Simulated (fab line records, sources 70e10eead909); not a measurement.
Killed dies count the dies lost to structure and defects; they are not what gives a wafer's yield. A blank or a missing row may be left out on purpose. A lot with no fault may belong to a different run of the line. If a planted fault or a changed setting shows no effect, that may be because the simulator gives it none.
One fault through the eyes of 2 desks || flow nand_harc || only its own numbers are on each desk; what lay behind them is given at the end

AT THE METROLOGY DESK
What the gauges read, lot by lot, whatever tool the lot ran on: means of the sampled wafers that have a number. Marked OUT: a lot whose mean sits more than 4 standard deviations from the usual mean, which makes it out of limits; the brackets give that distance.
Columns: A = cd_nm at NHARC_P_GATE_CD_MEAS_11, usual 1639.2 nm
{"lot": "L111", "first seen here": "day 3 20:23", "A": 1638.4}
{"lot": "L112", "first seen here": "day 4 06:46", "A": 1635.8}
{"lot": "L125", "first seen here": "day 7 11:11", "A": 1640.0}
{"lot": "L131", "first seen here": "day 9 01:59", "A": 1639.2}
{"lot": "L132", "first seen here": "day 9 10:02", "A": 1642.2}
This desk found nothing out of limits on any of the 5 lots.

THE DEFECT DESK
Counts from the inspections along the route, per lot, as means over the sampled wafers that have a number. Marked OUT: a lot whose mean sits more than 4 standard deviations from the usual mean, which makes it out of limits; the brackets give that distance.
Columns: A = raw_defect_count at NHARC_P_STI_INSPECT_25, usual 196; B = raw_defect_count at NHARC_P_GATE_INSPECT_28, usual 5.8
{"lot": "L111", "first seen here": "day 3 12:13", "A": 205, "B": 6.7}
{"lot": "L112", "first seen here": "day 3 22:22", "A": 209, "B": 2.3}
{"lot": "L125", "first seen here": "day 7 02:54", "A": 165, "B": 8.0}
{"lot": "L131", "first seen here": "day 8 17:58", "A": 204, "B": 9.0}
{"lot": "L132", "first seen here": "day 9 02:04", "A": 240, "B": 2.7}
This desk found nothing out of limits on any of the 5 lots.

PUT TOGETHER
The metrology desk saw nothing out of limits.
Nothing out of limits was seen by the defect desk.

WHAT THE SIMULATOR PUT IN
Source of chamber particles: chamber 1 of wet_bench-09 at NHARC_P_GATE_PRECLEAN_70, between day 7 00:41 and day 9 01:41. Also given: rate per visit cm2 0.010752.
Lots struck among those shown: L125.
